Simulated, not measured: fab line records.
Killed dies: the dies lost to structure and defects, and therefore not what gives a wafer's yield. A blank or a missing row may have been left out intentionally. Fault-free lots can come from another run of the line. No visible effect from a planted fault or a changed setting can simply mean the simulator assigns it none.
fab line records -- flow n5_finfet
[record] lots = 6, wafers = 18, last_day = 17
route steps=1938 shown SD_EPI_P@298 BEOL_M4@1111 PASSIVATION@1936
lots that met no fault: taken from a fault-free run of the same line
start_h: start of the lot's first displayed wafer, in hours after the record's first day -- wait_h: how many hours have passed since the lot's step before this one -- " identical to the entry in the row above -- L1.1+2: a row that stands for several wafers -- - no value present, or no start provided -- * or withheld: withheld -- < > ~ a bound
route shown NAME@n: a module of which the file shows steps, and the number in the route of the first -- usual: mean and standard deviation over wafers with no fault -- same: alike in all rows -- chamber/n: place in a boat -- sites: the reading at each site -- _std_site: how widely they spread, as a standard deviation -- _edge_site: outer sites' mean less inner sites' -- radius_mm: how far each site lies from the wafer's centre -- mask NAME#n: copy n -- behind: the last tool/chamber to shape the wafer -- hold: why the lot was held/for how many hours/how that ended -- device: the n, p or np transistor that did not switch -- end of line: tests run on the same wafers once the route is complete -- where a step has no rows: the recipe by itself -- killed: dies that structure and defects cost at the first sort, which is not the same as the wafer's yield -- map: the dies of a wafer, with x for killed, . for not killed, _ for no die there
set.NAME: setting as actually run; set.NAME@STEP: the setting as run at that earlier step -- model.NAME: the simulator's own value behind a step, which no gauge read
lots seen at some steps along the route; tables by step, rows by wafer
services: a tool's chamber out of use, with start hour (start_h, from the record's first day; less than 0 if before it), hours out, and reason
[[steps]]
[step N5_SD_EPI_P_EBR_05]
[recipe] solvent = PGMEA, ebr_width_mm = 1.5
[step N5_SD_EPI_P_SOFTBAKE_04]
[recipe] temp_c = 110, time_s = 60, resist = CAR-ArF-block
[step N5_SD_EPI_P_EXPOSE_06]
[recipe] mask_id = SD_P_BLK, na = 1.35, source_shape = conventional, sigma_outer = 0.8, polarization = unpolarized, target_cd_nm = 240, dose_mj = 39.5
[step N5_SD_EPI_P_PEB_07]
[recipe] peb_temp_c = 110, peb_time_s = 60, resist = CAR-ArF-block
[step N5_SD_EPI_P_DEVELOP_08]
[recipe] develop_time_s = 30, developer = TMAH, resist = CAR-ArF-block, dev_temp_c = 23, rinse_liquid = diw, dry = air_spin
[step N5_SD_EPI_P_CD_MEAS_09]
[recipe] target_cd_nm = 240, landing_energy_ev = 500, detector = se_inlens
[usual] cd_nm = 238.9/0.98
[same] landing_energy_ev = 500
lot.wafer,tool,chamber,start_h,wait_h,cd_nm
L493.3,cd_sem-01,0,94.25,-,238.6
L493.5,cd_sem-01,0,94.25,-,238.6
L493.6,cd_sem-01,0,94.25,-,239.0
L495.3,cd_sem-03,0,104.69,-,239.8
L495.4,cd_sem-03,0,104.69,-,240.3
L495.5,cd_sem-03,0,104.69,-,239.1
L498.2,cd_sem-03,0,122.41,-,236.5
L498.4,cd_sem-03,0,122.41,-,239.0
L498.6,cd_sem-03,0,122.41,-,238.0
L499.2,cd_sem-03,0,128.43,-,237.1
L499.3,cd_sem-03,0,128.43,-,237.9
L499.6,cd_sem-03,0,128.43,-,237.9
L506.2,cd_sem-01,0,167.82,-,238.9
L506.3,cd_sem-01,0,167.82,-,239.1
L506.4,cd_sem-01,0,167.82,-,239.4
L509.1,cd_sem-03,0,185.22,-,239.2
L509.3,cd_sem-03,0,185.22,-,239.8
L509.5,cd_sem-03,0,185.22,-,238.3
[step N5_SD_EPI_P_OVL_MEAS_10]
[recipe] points_per_wafer = 44
[usual] SD_P_BLK_OVL = 0.4/0.84
lot.wafer,tool,chamber,start_h,wait_h,SD_P_BLK_OVL[nm]
L493.3,overlay-01,0,94.27,0.0,-0.2
L493.5,overlay-01,0,94.27,0.0,-0.1
L493.6,overlay-01,0,94.27,0.0,-0.8
L495.3,overlay-01,0,104.72,0.0,0.8
L495.4,overlay-01,0,104.72,0.0,-0.2
L495.5,overlay-01,0,104.72,0.0,0.2
L498.2,overlay-02,0,122.44,0.0,1.3
L498.4,overlay-02,0,122.44,0.0,1.4
L498.6,overlay-02,0,122.44,0.0,1.3
L499.2,overlay-02,0,128.46,0.0,2.8
L499.3,overlay-02,0,128.46,0.0,0.5
L499.6,overlay-02,0,128.46,0.0,1.6
L506.2,overlay-01,0,167.85,0.0,-0.4
L506.3,overlay-01,0,167.85,0.0,-0.5
L506.4,overlay-01,0,167.85,0.0,0.3
L509.1,overlay-02,0,185.25,0.0,0.2
L509.3,overlay-02,0,185.25,0.0,-0.1
L509.5,overlay-02,0,185.25,0.0,0.6
[step N5_SD_EPI_P_INSPECT_11]
[recipe] mode = adi, inspect_instrument = macro
[usual] raw_defect_count = 2.0/1.3
lot.wafer,tool,chamber,start_h,wait_h,raw_defect_count
L493.3,defect_inspect-02,-,94.30,0.0,5
L493.5,defect_inspect-02,-,94.30,0.0,2
L493.6,defect_inspect-02,-,94.30,0.0,2
L495.3,defect_inspect-01,-,104.74,0.0,1
L495.4,defect_inspect-01,-,104.74,0.0,2
L495.5,defect_inspect-01,-,104.74,0.0,4
L498.2,defect_inspect-02,-,122.47,0.0,2
L498.4,defect_inspect-02,-,122.47,0.0,2
L498.6,defect_inspect-02,-,122.47,0.0,3
L499.2,defect_inspect-02,-,128.48,0.0,2
L499.3,defect_inspect-02,-,128.48,0.0,2
L499.6,defect_inspect-02,-,128.48,0.0,1
L506.2,defect_inspect-01,-,167.87,0.0,0
L506.3,defect_inspect-01,-,167.87,0.0,5
L506.4,defect_inspect-01,-,167.87,0.0,0
L509.1,defect_inspect-01,-,185.28,0.0,5
L509.3,defect_inspect-01,-,185.28,0.0,3
L509.5,defect_inspect-01,-,185.28,0.0,4
[step N5_SD_EPI_P_DESCUM_14]
[recipe] chemistry = O2, time_s = 7.9, source_power_w = 50, bias_power_w = 20, pressure_mtorr = 20, rf_frequency_hz = 2.712e+07, temp_c = 40, resist = CAR-ArF-block, o2_flow_sccm = 225
[usual] drypump_motor_current_A = 5.5/0.43, oes_product_au = 0.81/0.084, rf_vpp_V = 243.3/1.6, showerhead_plenum_p_Torr = 2.11/0.084, throttle_valve_pct = 20.31/0.18
lot.wafer,tool,chamber,start_h,wait_h,drypump_motor_current_A,oes_product_au,rf_hours_counter_h,rf_vpp_V,showerhead_plenum_p_Torr,throttle_valve_pct
L493.3,rie_diel-05,2,94.33,0.0,5.1,0.87,42,245.9,2.22,20.31
L493.5,rie_diel-05,3,94.33,0.0,5.2,0.89,-,243.3,2.15,20.35
L493.6,rie_diel-05,2,94.33,0.0,5.1,0.87,-,245.2,2.22,20.30
L495.3,rie_diel-06,0,104.78,0.0,5.7,0.66,253,243.9,2.12,20.26
L495.4,rie_diel-06,2,104.78,0.0,5.4,0.86,64,244.5,2.24,20.39
L495.5,rie_diel-06,0,104.78,0.0,5.6,0.67,-,245.7,2.12,20.26
L498.2,rie_diel-05,1,122.50,0.0,5.8,0.93,20,243.6,2.15,20.53
L498.4,rie_diel-05,0,122.50,0.0,6.0,0.86,51,243.0,2.12,20.24
L498.6,rie_diel-05,0,122.50,0.0,6.0,0.86,-,244.8,2.12,20.26
L499.2,rie_diel-05,3,128.51,0.0,5.1,0.86,30,243.2,2.14,20.35
L499.3,rie_diel-05,0,128.51,0.0,6.0,0.86,53,244.6,2.12,20.26
L499.6,rie_diel-05,3,128.51,0.0,5.2,0.85,-,243.6,2.14,20.38
L506.2,rie_diel-02,3,167.91,0.0,5.5,0.74,146,246.2,2.17,20.32
L506.3,rie_diel-02,1,167.91,0.0,6.0,0.78,143,240.4,1.99,19.98
L506.4,rie_diel-02,3,167.91,0.0,5.5,0.74,-,245.5,2.17,20.30
L509.1,rie_diel-06,2,185.31,0.0,5.4,0.83,92,245.0,2.23,20.46
L509.3,rie_diel-06,0,185.31,0.0,5.6,0.94,16,243.9,2.12,20.06
L509.5,rie_diel-06,3,185.31,0.0,5.9,0.78,-,240.7,1.92,20.09
[step N5_SD_EPI_P_ETCH_36]
[recipe] chemistry = CF4, target = SiARC, target_depth_a = 455, mask_material = CAR-ArF-block, time_s = 75.8, ion_energy_ev = 80, pressure_mtorr = 40, source_w = 545, bias_w = 36, Ar_flow_sccm = 100, cf4_flow_sccm = 100, ends = cleared
[usual] drypump_motor_current_A = 5.5/0.43, etch_rf_on_time_s = 75.6/2, oes_product_au = 0.69/0.073, rf_vpp_V = 184.2/1.2, showerhead_plenum_p_Torr = 2.16/0.071, throttle_valve_pct = 15.48/0.15
lot.wafer,tool,chamber,start_h,wait_h,drypump_motor_current_A,etch_rf_on_time_s,oes_product_au,rf_hours_counter_h,rf_vpp_V,showerhead_plenum_p_Torr,throttle_valve_pct
L493.3,rie_diel-05,2,94.37,0.0,5.1,74.4,0.75,42,186.0,2.25,15.29
L493.5,rie_diel-05,3,94.37,0.0,5.1,78.6,0.76,-,183.3,2.18,15.34
L493.6,rie_diel-05,2,94.37,0.0,5.1,74.8,0.75,-,184.6,2.25,15.28
L495.3,rie_diel-06,0,104.81,0.0,5.7,76.2,0.56,253,184.3,2.20,15.76
L495.4,rie_diel-06,2,104.81,0.0,5.4,71.1,0.74,64,185.4,2.25,15.40
L495.5,rie_diel-06,0,104.81,0.0,5.6,76.9,0.56,-,185.3,2.20,15.76
L498.2,rie_diel-05,1,122.54,0.0,5.8,74.6,0.80,20,184.2,2.20,15.50
L498.4,rie_diel-05,0,122.54,0.0,6.0,76.0,0.73,51,184.5,2.16,15.42
L498.6,rie_diel-05,0,122.54,0.0,6.1,75.6,0.74,-,184.8,2.16,15.41
L499.2,rie_diel-05,3,128.55,0.0,5.2,79.3,0.75,30,184.0,2.17,15.35
L499.3,rie_diel-05,0,128.55,0.0,6.0,76.2,0.73,53,184.6,2.16,15.41
L499.6,rie_diel-05,3,128.55,0.0,5.2,79.3,0.74,-,184.5,2.17,15.34
L506.2,rie_diel-02,3,167.94,0.0,5.4,76.9,0.63,146,184.5,2.22,15.56
L506.3,rie_diel-02,1,167.94,0.0,6.0,73.9,0.67,143,181.6,2.07,15.39
L506.4,rie_diel-02,3,167.94,0.0,5.5,77.9,0.64,-,185.6,2.22,15.57
L509.1,rie_diel-06,2,185.35,0.0,5.4,71.2,0.71,92,184.5,2.24,15.48
L509.3,rie_diel-06,0,185.35,0.0,5.7,75.1,0.81,16,186.2,2.19,15.34
L509.5,rie_diel-06,3,185.35,0.0,5.9,75.2,0.67,-,183.8,1.99,15.35
[step N5_SD_EPI_P_ETCH_37]
[recipe] chemistry = N2/H2, target = SOC, overetch_a = 1080, mask_material = SiARC, temp_c = 40, ion_energy_ev = 100, source_w = 3000, bias_w = 133, pressure_mtorr = 20, time_s = 486, n2_flow_sccm = 200, h2_flow_sccm = 200, ends = end_point
[usual] drypump_motor_current_A = 5.5/0.43, oes_product_au = 0.72/0.073, rf_vpp_V = 240.9/1.5, showerhead_plenum_p_Torr = 2.56/0.11, throttle_valve_pct = 23.7/0.34
lot.wafer,tool,chamber,start_h,wait_h,drypump_motor_current_A,oes_product_au,rf_hours_counter_h,rf_vpp_V,showerhead_plenum_p_Torr,throttle_valve_pct
L493.3,rie_diel-05,2,94.42,0.0,5.1,0.78,42,240.9,2.71,23.8
L493.5,rie_diel-05,3,94.42,0.0,5.2,0.81,-,242.8,2.62,24.0
L493.6,rie_diel-05,2,94.42,0.0,5.1,0.78,-,242.0,2.71,23.8
L495.3,rie_diel-06,2,104.87,0.0,5.4,0.75,64,242.4,2.68,23.6
L495.4,rie_diel-06,3,104.87,0.0,5.9,0.73,113,238.0,2.34,23.3
L495.5,rie_diel-06,0,104.87,0.0,5.7,0.60,-,241.5,2.60,23.5
L498.2,rie_diel-05,1,122.59,0.0,5.9,0.83,21,242.0,2.62,24.5
L498.4,rie_diel-05,0,122.59,0.0,6.0,0.77,52,239.9,2.59,23.6
L498.6,rie_diel-05,0,122.59,0.0,6.0,0.77,-,241.7,2.59,23.6
L499.2,rie_diel-05,3,128.61,0.0,5.2,0.80,30,241.1,2.61,24.1
L499.3,rie_diel-05,0,128.61,0.0,6.1,0.77,54,240.4,2.59,23.6
L499.6,rie_diel-05,3,128.61,0.0,5.2,0.80,-,240.2,2.61,24.1
L506.2,rie_diel-02,3,168.00,0.0,5.5,0.67,146,242.5,2.66,24.2
L506.3,rie_diel-02,1,168.00,0.0,6.1,0.70,143,238.0,2.42,23.3
L506.4,rie_diel-02,3,168.00,0.0,5.5,0.68,-,241.7,2.66,24.1
L509.1,rie_diel-06,2,185.40,0.0,5.4,0.72,92,243.8,2.67,23.7
L509.3,rie_diel-06,0,185.40,0.0,5.7,0.83,16,240.6,2.60,23.4
L509.5,rie_diel-06,3,185.40,0.0,5.9,0.71,-,237.1,2.32,23.3
[step N5_SD_EPI_P_STRIP_38]
[recipe] chemistry = N2/H2, temp_c = 40, n2_flow_sccm = 200, h2_flow_sccm = 200, rf_frequency_hz = 6e+07
[step N5_SD_EPI_P_ETCHBACK_46]
[recipe] chemistry = CH3F/O2, mode = anisotropic_etchback, target = SiNx, target_depth_a = 175, stop_on = SiO2, over_etch_frac = 0.3, ion_energy_ev = 120, pressure_mtorr = 30, source_w = 395, bias_w = 73, Ar_flow_sccm = 150, CH3F_flow_sccm = 30, O2_flow_sccm = 20
[usual] drypump_motor_current_A = 5.5/0.43, oes_product_au = 0.69/0.068, over_etch_frac = 0.3/0, rf_vpp_V = 292/9.4, showerhead_plenum_p_Torr = 2.02/0.073, throttle_valve_pct = 16.24/0.15
lot.wafer,tool,chamber,start_h,wait_h,drypump_motor_current_A,oes_product_au,over_etch_frac,rf_hours_counter_h,rf_vpp_V,showerhead_plenum_p_Torr,throttle_valve_pct
L493.3,rie_diel-05,2,94.75,0.0,5.1,0.75,0.3,42,303,2.11,16.05
L493.5,rie_diel-05,3,94.75,0.0,5.2,0.78,0.3,-,304,2.04,16.13
L493.6,rie_diel-05,2,94.75,0.0,5.1,0.74,0.3,-,305,2.11,16.06
L495.3,rie_diel-06,2,105.19,0.0,5.4,0.72,0.3,64,290,2.11,16.15
L495.4,rie_diel-06,2,105.19,0.0,5.4,0.72,0.3,-,291,2.11,16.14
L495.5,rie_diel-06,3,105.19,0.0,5.9,0.70,0.3,-,282,1.86,16.03
L498.2,rie_diel-05,1,122.92,0.0,5.8,0.79,0.29055,21,290,2.07,16.35
L498.4,rie_diel-05,0,122.92,0.0,6.0,0.74,0.29055,52,300,2.02,16.16
L498.6,rie_diel-05,0,122.92,0.0,6.0,0.73,0.29055,-,299,2.02,16.18
L499.2,rie_diel-05,3,128.93,0.0,5.2,0.76,0.29055,30,303,2.04,16.15
L499.3,rie_diel-05,0,128.93,0.0,6.0,0.74,0.29055,54,300,2.02,16.17
L499.6,rie_diel-05,3,128.93,0.0,5.2,0.76,0.29055,-,302,2.04,16.16
L506.2,rie_diel-02,3,168.32,0.0,5.4,0.64,0.3,146,290,2.08,16.35
L506.3,rie_diel-02,1,168.32,0.0,6.0,0.66,0.3,143,280,1.93,16.10
L506.4,rie_diel-02,3,168.32,0.0,5.5,0.64,0.3,-,289,2.08,16.34
L509.1,rie_diel-06,2,185.73,0.0,5.4,0.69,0.3,92,291,2.10,16.20
L509.3,rie_diel-06,0,185.73,0.0,5.7,0.80,0.3,16,302,2.04,16.06
L509.5,rie_diel-06,3,185.73,0.0,5.9,0.68,0.3,-,283,1.85,16.09
[step N5_SD_EPI_P_ETCH_47]
[recipe] chemistry = CH3F/O2, target = SiOCN, target_depth_a = 250, mask_material = SOC, ion_energy_ev = 60, bias_w = 29, pressure_mtorr = 30, source_w = 410, Ar_flow_sccm = 150, CH3F_flow_sccm = 30, O2_flow_sccm = 20
[usual] drypump_motor_current_A = 5.5/0.43, oes_product_au = 0.81/0.084, rf_vpp_V = 125/3.9, showerhead_plenum_p_Torr = 2.02/0.073, throttle_valve_pct = 16.21/0.15
lot.wafer,tool,chamber,start_h,wait_h,drypump_motor_current_A,oes_product_au,rf_hours_counter_h,rf_vpp_V,showerhead_plenum_p_Torr,throttle_valve_pct
L493.3,rie_diel-05,2,94.85,0.1,5.1,0.87,42,131,2.11,16.03
L493.5,rie_diel-05,3,94.85,0.1,5.2,0.90,-,130,2.04,16.10
L493.6,rie_diel-05,2,94.85,0.1,5.1,0.88,-,129,2.11,16.02
L495.3,rie_diel-06,2,105.29,0.1,5.4,0.86,64,125,2.11,16.12
L495.4,rie_diel-06,2,105.29,0.1,5.4,0.86,-,125,2.11,16.11
L495.5,rie_diel-06,3,105.29,0.1,5.9,0.81,-,120,1.86,15.99
L498.2,rie_diel-05,1,123.02,0.1,5.8,0.93,21,124,2.07,16.33
L498.4,rie_diel-05,0,123.02,0.1,6.1,0.85,52,129,2.02,16.15
L498.6,rie_diel-05,0,123.02,0.1,6.1,0.86,-,127,2.02,16.15
L499.2,rie_diel-05,3,129.03,0.1,5.2,0.87,30,130,2.04,16.13
L499.3,rie_diel-05,0,129.03,0.1,6.0,0.85,54,128,2.02,16.14
L499.6,rie_diel-05,3,129.03,0.1,5.2,0.88,-,129,2.04,16.11
L506.2,rie_diel-02,3,168.42,0.1,5.5,0.74,146,124,2.08,16.29
L506.3,rie_diel-02,1,168.42,0.1,6.0,0.78,143,121,1.93,16.10
L506.4,rie_diel-02,3,168.42,0.1,5.5,0.73,-,123,2.08,16.31
L509.1,rie_diel-06,2,185.83,0.1,5.4,0.82,92,125,2.10,16.17
L509.3,rie_diel-06,0,185.83,0.1,5.7,0.94,16,128,2.04,16.01
L509.5,rie_diel-06,3,185.83,0.1,5.9,0.78,-,121,1.85,16.04
[step N5_BEOL_M4_RC_MEAS_101]
[usual] DIBL_N = 36.7/2.4, DIBL_P = 37.4/2.9, IOFF_N = 0.18/0.05, IOFF_P = 0.23/0.058, ION_N = 683/16, ION_P = 467/11, SS_N = 71.7/0.77, SS_P = 73.5/0.87, VT_N = 249/4.3, VT_P = -250/4.4
lot.wafer,tool,chamber,start_h,wait_h,DIBL_N[mV/V],DIBL_P[mV/V],IOFF_N[nA/um],IOFF_P[nA/um],ION_N[uA/um],ION_P[uA/um],SS_N[mV/dec],SS_P[mV/dec],VT_N[mV],VT_P[mV]
L493.3,prober-01,0,201.35,0.3,40.9,42.0,0.29,0.40,689,475,72.6,74.5,239,-238
L493.5,prober-01,0,201.35,0.3,39.0,39.7,0.23,0.32,693,478,72.0,73.5,243,-244
L493.6,prober-01,0,201.35,0.3,35.2,34.7,0.16,0.21,698,479,70.9,73.2,247,-249
L495.3,prober-01,0,209.47,0.3,37.0,36.5,0.18,0.28,679,475,72.0,73.5,248,-245
L495.4,prober-01,0,209.47,0.3,36.1,35.1,0.17,0.25,673,469,72.0,72.9,249,-246
L495.5,prober-01,0,209.47,0.3,40.5,41.1,0.28,0.37,700,476,72.8,74.9,243,-242
L498.2,prober-01,0,227.88,0.2,34.2,33.1,0.12,0.16,663,450,70.7,71.7,252,-256
L498.4,prober-01,0,227.88,0.2,41.9,42.7,0.29,0.32,713,482,72.8,75.5,244,-245
L498.6,prober-01,0,227.88,0.2,38.9,40.5,0.22,0.27,702,475,72.2,73.4,242,-251
L499.2,prober-02,0,235.38,0.2,38.4,38.5,0.19,0.26,688,470,71.4,73.9,244,-246
L499.3,prober-02,0,235.38,0.2,36.6,35.9,0.14,0.21,675,462,71.2,72.9,253,-248
L499.6,prober-02,0,235.38,0.2,35.2,33.7,0.13,0.19,677,468,70.9,73.2,252,-251
L506.2,prober-01,0,278.30,0.2,32.3,32.5,0.12,0.17,680,467,70.5,72.4,251,-250
L506.3,prober-01,0,278.30,0.2,36.7,37.5,0.19,0.24,672,453,72.3,73.9,246,-246
L506.4,prober-01,0,278.30,0.2,36.2,38.1,0.20,0.26,699,479,72.0,73.8,244,-247
L509.1,prober-02,0,303.91,0.0,34.1,33.9,0.11,0.15,665,452,71.2,73.1,256,-258
L509.3,prober-02,0,303.91,0.0,37.0,36.8,0.15,0.19,667,459,71.2,73.6,251,-255
L509.5,prober-02,0,303.91,0.0,37.1,38.0,0.16,0.21,688,463,71.7,74.1,249,-254
[step N5_PASSIVATION_PROBE_49]
[usual] defect_limited_yield = 91.4/1.6, killed_at_M0_to_M3 = 31/11, killed_at_M4_up = 14/5.7, killed_at_contacts = 12/6, killed_at_front_end = 41/13, killed_at_other = 3.3/2.8, killed_dies = 101/19, killed_open = 67/14, killed_short = 33/8.2, sort_bin_4_leakage = 0.0/0.37, sort_bin_5_function = 5.0/1.1, sort_bin_6_memory = 3.3/0.74, sort_n_pass = 1078/20, sort_yield_pct = 91.3/1.7
[same] gross_dies = 1180, killed_at_back_side = 0, sort_bin_8_speed[%] = 0
lot.wafer,tool,chamber,start_h,wait_h,defect_limited_yield[%],killed_at_M0_to_M3,killed_at_M4_up,killed_at_contacts,killed_at_front_end,killed_at_other,killed_dies,killed_open,killed_short,sort_bin_4_leakage[%],sort_bin_5_function[%],sort_bin_6_memory[%],sort_n_pass,sort_yield_pct[%]
L493.3,prober-02,-,306.45,0.1,92.6,21,15,12,39,0,87,54,28,0,3.8,2.9,1093,92.6
L493.5,prober-02,-,306.55,0.2,92.2,32,14,10,34,2,92,57,35,0,4.6,3.0,1088,92.2
L493.6,prober-02,-,306.60,0.3,93.6,20,11,6,38,0,75,52,23,0,3.2,2.8,1105,93.6
L495.3,prober-01,-,307.78,0.1,88.9,46,11,20,47,7,131,95,35,0,5.3,5.3,1049,88.9
L495.4,prober-01,-,307.83,0.2,90.4,47,8,17,39,2,113,69,38,0,5.7,3.3,1067,90.4
L495.5,prober-01,-,307.88,0.2,90.3,49,13,15,35,2,114,70,42,0.2,5.5,3.6,1064,90.2
L498.2,prober-02,-,328.50,0.1,90.1,70,13,14,16,4,117,82,33,0,5.9,3.9,1063,90.1
L498.4,prober-02,-,328.60,0.2,90.4,48,18,20,25,2,113,80,30,0.3,5.4,3.7,1064,90.2
L498.6,prober-02,-,328.70,0.3,91.5,45,15,21,17,2,100,65,33,0,5.1,3.0,1080,91.5
L499.2,prober-02,-,334.46,0.1,91.0,39,8,2,57,0,106,71,35,0,5.3,3.5,1074,91.0
L499.3,prober-02,-,334.51,0.1,90.8,37,14,11,46,1,109,76,33,0,5.5,3.5,1071,90.8
L499.6,prober-02,-,334.66,0.3,90.5,40,7,4,61,0,112,66,44,0,5.3,3.9,1068,90.5
L506.2,prober-01,-,380.92,0.1,95.3,13,18,7,13,5,56,35,20,0,2.8,1.8,1124,95.3
L506.3,prober-01,-,380.97,0.1,91.9,27,17,16,29,6,95,57,38,0,5.2,2.6,1085,91.9
L506.4,prober-01,-,381.02,0.2,91.6,26,16,24,30,3,99,70,28,0,5.1,2.9,1081,91.6
L509.1,prober-02,-,405.17,0.0,90.3,35,10,17,51,1,114,72,42,0,5.7,3.9,1066,90.3
L509.3,prober-02,-,405.27,0.1,93.6,26,10,5,34,1,76,52,23,0,3.9,2.4,1104,93.6
L509.5,prober-02,-,405.37,0.2,90.9,27,10,13,57,0,107,74,32,0,5.8,2.9,1073,90.9
// killed by level:class
L493.3 MOL_CONTACT_COAG:geometric_particle:open=8 BEOL_M4:geometric_particle:open=7 FIN_SAQP:geometric_particle:short=6 FIN_SAQP:geometric_particle:open=5 DUMMY_GATE:geometric_particle:open=5 GATE_CUT:geometric_particle:short=5 BEOL_M0_SAQP:geometric_particle:short=5 BEOL_M3:geometric_particle:open=5
L493.5 BEOL_M0_SAQP:geometric_particle:short=11 MOL_CONTACT_COAG:geometric_particle:open=10 FIN_SAQP:geometric_particle:short=9 FIN_SAQP:geometric_particle:open=7 BEOL_M0_SAQP:geometric_particle:open=7 BEOL_M4:geometric_particle:open=7 DUMMY_GATE:geometric_particle:open=5 STI_FIN_REVEAL:geometric_particle:open=3
L493.6 STI_FIN_REVEAL:geometric_particle:open=10 MOL_CONTACT_COAG:geometric_particle:open=6 BEOL_M1:geometric_particle:open=6 FIN_SAQP:geometric_particle:open=5 DUMMY_GATE:geometric_particle:open=5 GATE_CUT:geometric_particle:short=5 BEOL_M3:geometric_particle:open=4 BEOL_M4:geometric_particle:open=3
L495.3 MOL_CONTACT_COAG:geometric_particle:open=17 FIN_SAQP:geometric_particle:open=13 FIN_SAQP:geometric_particle:short=11 BEOL_M2:geometric_particle:open=11 BEOL_M0_SAQP:geometric_particle:open=9 BEOL_M3:geometric_particle:open=9 STI_FIN_REVEAL:geometric_particle:open=6 DUMMY_GATE:geometric_particle:open=5
L495.4 BEOL_M0_SAQP:geometric_particle:short=13 MOL_CONTACT_COAG:geometric_particle:open=12 BEOL_M2:geometric_particle:open=9 BEOL_M0_SAQP:geometric_particle:open=8 FIN_SAQP:geometric_particle:short=7 BEOL_M3:geometric_particle:open=6 STI_FIN_REVEAL:geometric_particle:open=5 MOL_CONTACT_COAG:geometric_particle:short=5
L495.5 BEOL_M0_SAQP:geometric_particle:short=14 MOL_CONTACT_COAG:geometric_particle:open=12 BEOL_M0_SAQP:geometric_particle:open=11 BEOL_M3:geometric_particle:open=7 FIN_SAQP:geometric_particle:short=6 FIN_SAQP:geometric_particle:open=6 GATE_CUT:geometric_particle:short=5 BEOL_M2:geometric_particle:open=5
L498.2 BEOL_M2:geometric_particle:open=23 BEOL_M3:geometric_particle:open=15 MOL_CONTACT_COAG:geometric_particle:open=12 BEOL_M1:geometric_particle:open=11 BEOL_M3:geometric_particle:short=6 BEOL_M2:geometric_particle:short=6 GATE_CUT:geometric_particle:short=5 BEOL_M7:geometric_particle:open=4
L498.4 MOL_CONTACT_COAG:geometric_particle:open=18 BEOL_M1:geometric_particle:open=12 BEOL_M2:geometric_particle:open=9 BEOL_M3:geometric_particle:short=9 FIN_SAQP:geometric_particle:open=5 STI_FIN_REVEAL:geometric_particle:open=5 BEOL_M2:geometric_particle:short=5 BEOL_M7:geometric_particle:open=5
L498.6 MOL_CONTACT_COAG:geometric_particle:open=16 BEOL_M3:geometric_particle:open=10 BEOL_M2:geometric_particle:open=9 BEOL_M0_SAQP:geometric_particle:open=6 MOL_CONTACT_COAG:geometric_particle:short=5 BEOL_M0_SAQP:geometric_particle:short=5 BEOL_M1:geometric_particle:open=5 BEOL_M4:geometric_particle:open=5
L499.2 BEOL_M1:geometric_particle:open=12 GATE_CUT:geometric_particle:open=11 GATE_CUT:geometric_particle:short=10 BEOL_M0_SAQP:geometric_particle:open=8 FIN_SAQP:geometric_particle:short=7 STI_FIN_REVEAL:geometric_particle:open=7 BEOL_M0_SAQP:geometric_particle:short=7 FIN_SAQP:geometric_particle:open=5
L499.3 BEOL_M0_SAQP:geometric_particle:short=11 STI_FIN_REVEAL:geometric_particle:open=9 FIN_SAQP:geometric_particle:short=8 MOL_CONTACT_COAG:geometric_particle:open=8 BEOL_M1:geometric_particle:open=8 FIN_SAQP:geometric_particle:open=7 BEOL_M3:geometric_particle:open=6 DUMMY_GATE:geometric_particle:open=5
L499.6 STI_FIN_REVEAL:geometric_particle:open=15 BEOL_M1:geometric_particle:open=10 GATE_CUT:geometric_particle:short=9 BEOL_M0_SAQP:geometric_particle:open=9 BEOL_M0_SAQP:geometric_particle:short=9 FIN_SAQP:geometric_particle:open=8 FIN_SAQP:geometric_particle:short=6 GATE_CUT:geometric_particle:open=5
L506.2 BEOL_M5:geometric_particle:open=9 BEOL_M0_SAQP:geometric_particle:short=5 MOL_CONTACT_COAG:geometric_particle:open=4 BEOL_M3:geometric_particle:open=4 FIN_SAQP:geometric_particle:open=3 MOL_CONTACT_COAG:geometric_particle:short=3 BEOL_M4:geometric_particle:open=3 BEOL_M7:geometric_particle:open=3
L506.3 MOL_CONTACT_COAG:geometric_particle:open=9 STI_FIN_REVEAL:geometric_particle:open=8 MOL_CONTACT_COAG:geometric_particle:short=7 DUMMY_GATE:geometric_particle:open=6 BEOL_M2:geometric_particle:open=6 BEOL_M5:geometric_particle:open=6 BEOL_M0_SAQP:geometric_particle:open=5 BEOL_M3:geometric_particle:open=5
L506.4 MOL_CONTACT_COAG:geometric_particle:open=19 STI_FIN_REVEAL:geometric_particle:open=9 FIN_SAQP:geometric_particle:open=7 BEOL_M0_SAQP:geometric_particle:short=6 BEOL_M0_SAQP:geometric_particle:open=6 MOL_CONTACT_COAG:geometric_particle:short=5 BEOL_M4:geometric_particle:open=5 BEOL_M2:geometric_particle:open=4
L509.1 FIN_SAQP:geometric_particle:open=16 MOL_CONTACT_COAG:geometric_particle:open=15 BEOL_M0_SAQP:geometric_particle:short=15 FIN_SAQP:geometric_particle:short=13 BEOL_M0_SAQP:geometric_particle:open=10 STI_FIN_REVEAL:geometric_particle:open=5 BEOL_M3:geometric_particle:open=5 ILD0:geometric_particle:open=3
L509.3 FIN_SAQP:geometric_particle:open=17 BEOL_M2:geometric_particle:open=8 FIN_SAQP:geometric_particle:short=5 BEOL_M0_SAQP:geometric_particle:short=5 BEOL_M0_SAQP:geometric_particle:open=4 BEOL_M1:geometric_particle:open=3 MOL_CONTACT_COAG:geometric_particle:open=3 BEOL_M4:geometric_particle:open=3
L509.5 FIN_SAQP:geometric_particle:open=14 MOL_CONTACT_COAG:geometric_particle:open=12 FIN_SAQP:geometric_particle:short=11 BEOL_M0_SAQP:geometric_particle:open=9 STI_FIN_REVEAL:geometric_particle:open=8 BEOL_M0_SAQP:geometric_particle:short=8 BEOL_M4:geometric_particle:open=6 BEOL_M3:geometric_particle:open=5
[[services]]
tool,chamber,start_h,hours,kind
rie_diel-05,0,73.14,6.9,repair
rie_diel-02,2,79.85,2.1,repair
rie_diel-06,0,110.30,-,clean
rie_diel-06,0,110.30,-,consumable_replace:focus_ring
rie_diel-06,0,110.30,20.4,scheduled_down
rie_diel-06,0,110.30,20.4,vent_cycle
rie_diel-02,3,135.96,8.7,repair
[[key]]
[first_sign] step = N5_SD_EPI_P_ETCHBACK_46, reading = over_etch_frac, direction = down, sigmas = 99+, usual = 0.3, struck = 0.29055
effect none on later readings
met_at N5_SD_EPI_P_ETCHBACK_46
struck_wafers L498.2,L498.4,L498.6,L499.2,L499.3,L499.6
onset_between 94.75 122.92
[fault] kind = process_parameter_drift, tool = rie_diel-05, chamber = -, onset_h = 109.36, steps = N5_SD_EPI_P_ETCHBACK_46, channel = over_etch_frac, offset = -0.0094454, shape = step, end_h = 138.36, acts_in = these_recipes_only, stated = 0.3
